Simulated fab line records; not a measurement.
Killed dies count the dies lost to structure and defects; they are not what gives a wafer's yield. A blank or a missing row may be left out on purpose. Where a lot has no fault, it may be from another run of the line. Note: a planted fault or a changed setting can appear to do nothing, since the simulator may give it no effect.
Which tool is to blame? :: flow n5-finfet :: 24 lots, 72 wafers sampled, at 2 steps of a route of 1938

== WHAT EACH GAUGE READ, for each wafer ==
N5_BEOL_M7_CD_MEAS_35 targets a cd of 40 nm. Usual: 40.1 nm for cd-nm, sd 0.61.
lot: L074
measured: day 10 19:35
on: cd-sem-03
cd-nm (nm): 40.0 40.4 40.5
flag: 

lot: L076
measured: day 11 10:21
on: cd-sem-02
cd-nm (nm): 41.2 39.9 40.7
flag: 

lot: L077
measured: day 12 00:05
on: cd-sem-03
cd-nm (nm): 39.9 40.8 40.9
flag: 

lot: L075
measured: day 12 04:28
on: cd-sem-01
cd-nm (nm): 40.4 40.2 40.1
flag: 

lot: L078
measured: day 12 07:55
on: cd-sem-01
cd-nm (nm): 40.6 39.7 39.7
flag: 

lot: L079
measured: day 12 12:16
on: cd-sem-01
cd-nm (nm): 39.5 40.0 39.8
flag: 

lot: L080
measured: day 13 02:48
on: cd-sem-02
cd-nm (nm): 39.8 40.2 39.6
flag: 

lot: L081
measured: day 13 10:22
on: cd-sem-01
cd-nm (nm): 41.0 40.3 39.9
flag: 

lot: L082
measured: day 13 15:35
on: cd-sem-03
cd-nm (nm): 40.7 41.0 41.1
flag: 

lot: L084
measured: day 13 15:37
on: cd-sem-03
cd-nm (nm): 39.6 39.9 39.3
flag: 

lot: L083
measured: day 13 19:29
on: cd-sem-02
cd-nm (nm): 40.8 39.8 41.4
flag: 

lot: L085
measured: day 14 03:20
on: cd-sem-03
cd-nm (nm): 40.6 40.6 40.2
flag: 

lot: L087
measured: day 14 03:38
on: cd-sem-02
cd-nm (nm): 39.8 40.6 40.9
flag: 

lot: L086
measured: day 14 22:43
on: cd-sem-02
cd-nm (nm): 40.0 39.3 39.9
flag: 

lot: L090
measured: day 15 01:41
on: cd-sem-02
cd-nm (nm): 40.3 40.9 40.8
flag: 

lot: L089
measured: day 15 01:51
on: cd-sem-02
cd-nm (nm): 40.1 39.6 38.5
flag: 

lot: L088
measured: day 15 12:22
on: cd-sem-02
cd-nm (nm): 40.6 40.3 39.7
flag: 

lot: L092
measured: day 16 01:33
on: cd-sem-03
cd-nm (nm): 40.5 38.8 41.3
flag: 

lot: L091
measured: day 16 02:02
on: cd-sem-03
cd-nm (nm): 40.0 40.8 40.1
flag: 

lot: L093
measured: day 16 09:23
on: cd-sem-02
cd-nm (nm): 41.5 41.0 41.1
flag: 

lot: L094
measured: day 16 11:30
on: cd-sem-02
cd-nm (nm): 40.4 40.2 39.7
flag: 

lot: L095
measured: day 16 11:47
on: cd-sem-01
cd-nm (nm): 39.8 39.7 39.8
flag: 

lot: L096
measured: day 16 14:51
on: cd-sem-02
cd-nm (nm): 40.1 40.2 39.3
flag: 

lot: L097
measured: day 16 23:16
on: cd-sem-03
cd-nm (nm): 39.5 40.1 39.1
flag: 

N5_BEOL_M7_RS_MEAS_57: uses a four-point probe to measure. Usual: for M7_RS the level is 0.286 ohm/sq and the standard deviation is 0.0071.
lot: L074
measured: day 10 23:16
on: film-metro-02
M7_RS (ohm/sq): 0.280 0.286 0.277
flag: 

lot: L076
measured: day 11 13:17
on: film-metro-01
M7_RS (ohm/sq): 0.282 0.295 0.277
flag: 

lot: L077
measured: day 12 02:53
on: film-metro-02
M7_RS (ohm/sq): 0.298 0.285 0.281
flag: 

lot: L075
measured: day 12 06:38
on: film-metro-02
M7_RS (ohm/sq): 0.279 0.287 0.285
flag: 

lot: L078
measured: day 12 10:43
on: film-metro-01
M7_RS (ohm/sq): 0.284 0.283 0.275
flag: 

lot: L079
measured: day 12 14:31
on: film-metro-02
M7_RS (ohm/sq): 0.294 0.284 0.293
flag: 

lot: L080
measured: day 13 05:50
on: film-metro-01
M7_RS (ohm/sq): 0.286 0.287 0.294
flag: 

lot: L081
measured: day 13 13:40
on: film-metro-01
M7_RS (ohm/sq): 0.281 0.283 0.289
flag: 

lot: L082
measured: day 13 17:34
on: film-metro-01
M7_RS (ohm/sq): 0.286 0.275 0.280
flag: 

lot: L084
measured: day 13 18:18
on: film-metro-02
M7_RS (ohm/sq): 0.288 0.306 0.304
flag: 

lot: L083
measured: day 13 22:07
on: film-metro-02
M7_RS (ohm/sq): 0.289 0.281 0.277
flag: 

lot: L085
measured: day 14 05:35
on: film-metro-01
M7_RS (ohm/sq): 0.285 0.296 0.289
flag: 

lot: L087
measured: day 14 06:08
on: film-metro-01
M7_RS (ohm/sq): 0.286 0.289 0.288
flag: 

lot: L086
measured: day 15 00:52
on: film-metro-01
M7_RS (ohm/sq): 0.280 0.286 0.288
flag: 

lot: L090
measured: day 15 04:25
on: film-metro-01
M7_RS (ohm/sq): 0.293 0.294 0.287
flag: 

lot: L089
measured: day 15 04:54
on: film-metro-01
M7_RS (ohm/sq): 0.282 0.278 0.289
flag: 

lot: L088
measured: day 15 14:54
on: film-metro-01
M7_RS (ohm/sq): 0.280 0.287 0.290
flag: 

lot: L092
measured: day 16 04:16
on: film-metro-01
M7_RS (ohm/sq): 0.290 0.273 0.283
flag: 

lot: L091
measured: day 16 04:42
on: film-metro-02
M7_RS (ohm/sq): 0.281 0.275 0.278
flag: 

lot: L093
measured: day 16 11:46
on: film-metro-02
M7_RS (ohm/sq): 0.274 0.290 0.273
flag: 

lot: L094
measured: day 16 16:00
on: film-metro-02
M7_RS (ohm/sq): 0.280 0.282 0.280
flag: 

lot: L095
measured: day 16 16:08
on: film-metro-02
M7_RS (ohm/sq): 0.286 0.296 0.283
flag: 

lot: L096
measured: day 16 17:11
on: film-metro-02
M7_RS (ohm/sq): 0.286 0.296 0.280
flag: 

lot: L097
measured: day 17 02:37
on: film-metro-02
M7_RS (ohm/sq): 0.286 0.284 0.285
flag: 

== WHICH TOOL RAN EACH LOT (tool, then ch and the chambers of the sampled wafers, then the start) ==
Before these readings, the record contains no process step.

== WHAT THE TOOLS THEMSELVES READ (means of the sampled wafers that have a number; where no wafer has one, the mark that the record gives instead) ==
The record holds no such reading with a usual standard deviation.

== THE ANSWER, worked out from the rows above alone ==
Rule: lot off if the mean of its wafers having a number is beyond 3 standard deviations from the usual mean. A lot without any number at a reading at which 4 lots or more have one is off too. All remaining lots with rows at the step are treated as sound. After the gauges, taken in route order, come the tools' own readings; for these a lot's mean is taken, as printed above. At the first step where some lot is off, the reading lying furthest off is the one used; lots without a number count as furthest.
Nothing can be told from this: no lot is off at any reading shown.

== WHAT THE SIMULATOR PUT IN ==
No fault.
